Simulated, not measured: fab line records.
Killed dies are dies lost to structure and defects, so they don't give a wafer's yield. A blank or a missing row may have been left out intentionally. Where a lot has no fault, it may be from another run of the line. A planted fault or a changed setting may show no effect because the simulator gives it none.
Struck lot and sound lot, side by side | flow n5_finfet | 41 out of 1938 route steps
Sound: these wafers, L509.3, L509.5, L509.6. The struck wafers were L500.3, L500.4, L500.6. The cause comes at the end.
For every step that has rows: the tool of each side, followed by ch and its chambers, followed by its first start. Under that, the readings that differ: sound wafers | struck wafers | difference of the means | sigmas: that difference in standard deviations of wafers without a fault.
alike: readings with means less than 2 such deviations apart, plus words and numbers identical on both sides. not compared: withheld readings, readings lacking a value on some wafer, bounds such as >300 that could conceal the same value, and numbers that have no deviation in the record and whose values overlap.
A row with sigmas, a row that says differs or no value, or rows on one side alone: a step with any of these is where the two part. Numbers that have no deviation but don't overlap get no sigmas and don't part them. A reading missing from all wafers of one side parts the sides only when that side holds two or more wafers.

first, 2 steps without rows for these wafers: N5_BEOL_M2_PRECLEAN_42 (cleans in residue remover, time 60 s); N5_BEOL_M2_SRD_43 (time 30 s).
N5_BEOL_M2_CD_MEAS_35: target cd 18 nm, target cd y 22.2 nm.
  sound on cd_sem-02, day 10 10:21; struck on cd_sem-02, day 7 16:58
  alike: cd_nm
then, 3 steps without rows for these wafers: N5_BEOL_M2_DEGAS_44 (time 60 s); N5_BEOL_M2_PRE_CLEAN_45 (time 30 s); N5_BEOL_M2_ALD_84 (deposits TaN, pulse time 2 s, purge time 3 s, co reactant purge time 2 s).
N5_BEOL_M2_SURFACE_TREAT_85:
  sound on pvd_sputter-03, day 10 11:12; struck on pvd_sputter-02, day 7 17:46
  not compared: throttle_valve_pct
then, 1 step without rows for these wafers: N5_BEOL_M2_CVD_47 (deposits Co from CCTBA/H2, target thk 3 nm, time 223.8 s).
N5_BEOL_M2_SPUTTER_48: material Cu, target thk 4.5 nm, time 8.29 s.
  sound on pvd_sputter-03, day 10 11:31; struck on pvd_sputter-02, day 7 18:04
  alike: throttle_valve_pct
then, 3 steps without rows for these wafers: N5_BEOL_M2_ANNEAL_49 (time 240 s); N5_BEOL_M2_SPUTTER_79 (material Cu, target thk 4.5 nm, time 8.29 s); N5_BEOL_M2_ANNEAL_80 (time 240 s).
N5_BEOL_M2_SPUTTER_81: material Cu, target thk 4.5 nm, time 8.29 s.
  sound on pvd_sputter-03, day 10 11:58; struck on pvd_sputter-02, day 7 18:30
  alike: throttle_valve_pct
N5_BEOL_M2_ANNEAL_82: time 240 s.
  sound on pvd_sputter-03, day 10 12:02; struck on pvd_sputter-02, day 7 18:35
  alike: heater_power_w
then, 7 steps without rows for these wafers: N5_BEOL_M2_SPUTTER_86 (material Cu, target thk 4.5 nm, time 8.29 s); N5_BEOL_M2_ANNEAL_87 (time 240 s); N5_BEOL_M2_SPUTTER_88 (material Cu, target thk 4.5 nm, time 8.29 s); N5_BEOL_M2_ANNEAL_89 (time 240 s); N5_BEOL_M2_SPUTTER_90 (material Cu, target thk 4.5 nm, time 8.29 s); N5_BEOL_M2_ANNEAL_91 (time 240 s); N5_BEOL_M2_SPUTTER_92 (material Cu, target thk 4.5 nm, time 8.29 s).
N5_BEOL_M2_ANNEAL_93: time 240 s.
  sound on pvd_sputter-03, day 10 12:55; struck on pvd_sputter-02, day 7 19:28
  alike: heater_power_w
then, 9 steps without rows for these wafers: N5_BEOL_M2_SPUTTER_94 (material Cu, target thk 4.5 nm, time 8.29 s); N5_BEOL_M2_ANNEAL_95 (time 240 s); N5_BEOL_M2_SPUTTER_96 (material Cu, target thk 4.5 nm, time 8.29 s); N5_BEOL_M2_ECD_50 (material Cu, target thk 300 nm); N5_BEOL_M2_ANNEAL_51 (time 90 s); N5_BEOL_M2_CMP_52 (polishes, stops on SiOC, t overpolish 6.8 s, target thk 40 nm); N5_BEOL_M2_PRE_CLEAN_60 (time 15 s); N5_BEOL_M2_CO_CAP_55 (material Co, precursor CCTBA/H2, target thk 2 nm, time 102.1 s); N5_BEOL_M2_PRE_CLEAN_56 (time 15 s).
N5_BEOL_M2_DEP_57: deposits SiCN from 3MS/NH3, target thk 8 nm, time 14 s.
  sound on pecvd-03 ch 0,1,2, day 10 14:16; struck on pecvd-03 ch 1,2, day 7 20:52
  alike: rf_fwd_power_W, showerhead_plenum_p_Torr, throttle_valve_pct
N5_BEOL_M2_RS_MEAS_58: a four-point-probe measurement.
  sound on film_metro-01, day 10 14:20; struck on film_metro-01, day 7 20:57
  alike: M2_RS
then, 1 step without rows for these wafers: N5_BEOL_M3_ILD_DEP_00 (deposits SiOC from DEMS/O2, target thk 79 nm, time 15.3 s).
N5_BEOL_M3_THK_MEAS_01:
  sound on film_metro-02, day 10 14:28; struck on film_metro-01, day 7 21:06
  alike: M3_ILD_THK
then, 5 steps without rows for these wafers: N5_BEOL_M3_PECVD_72 (deposits SiO2 from TEOS/O2, target thk 16 nm, time 18 s); N5_BEOL_M3_HM_DEP_02 (deposits TiN, target thk 20 nm); N5_BEOL_M3_COAT_61 (time 60 s, resist thk 60 nm); N5_BEOL_M3_COAT_62 (time 60 s, resist thk 12 nm); N5_BEOL_M3_COAT_73 (time 60 s, resist thk 5 nm).
-- the record jumps here: 5 days lie between the struck wafers' starts before and after (it left off in module BEOL_M3 and takes up again in module PASSIVATION, whose first step shown is number 1936 of the route) --
N5_PASSIVATION_PROBE_49:
  sound on prober-02, day 15 17:16; struck on prober-01, day 13 01:37
  reading                  | sound          | struck         | difference | sigmas
  defect_limited_yield (%) | 91.1 91.9 91.2 | 80.5 81.1 78.7 | -11.3      | -8
  killed_at_M0_to_M3       | 33 29 30       | 176 176 181    | +147       | +16
  killed_dies              | 105 96 104     | 230 223 251    | +133       | +8
  sort_bin_5_function (%)  | 4.5 4.7 5.0    | 11.3 11.7 12.5 | +7.1       | +7
  sort_n_pass              | 1075 1084 1076 | 950 957 929    | -133       | -8
  sort_yield_pct (%)       | 91.1 91.9 91.2 | 80.5 81.1 78.7 | -11.3      | -8
  alike: killed_at_M4_up, killed_at_contacts, killed_at_front_end, killed_at_other, killed_open, killed_short, sort_bin_4_leakage, sort_bin_6_memory, sort_bin_8_speed

## WHERE THEY PART
N5_PASSIVATION_PROBE_49 only, going by this record.

WHY: whatever the simulator had introduced
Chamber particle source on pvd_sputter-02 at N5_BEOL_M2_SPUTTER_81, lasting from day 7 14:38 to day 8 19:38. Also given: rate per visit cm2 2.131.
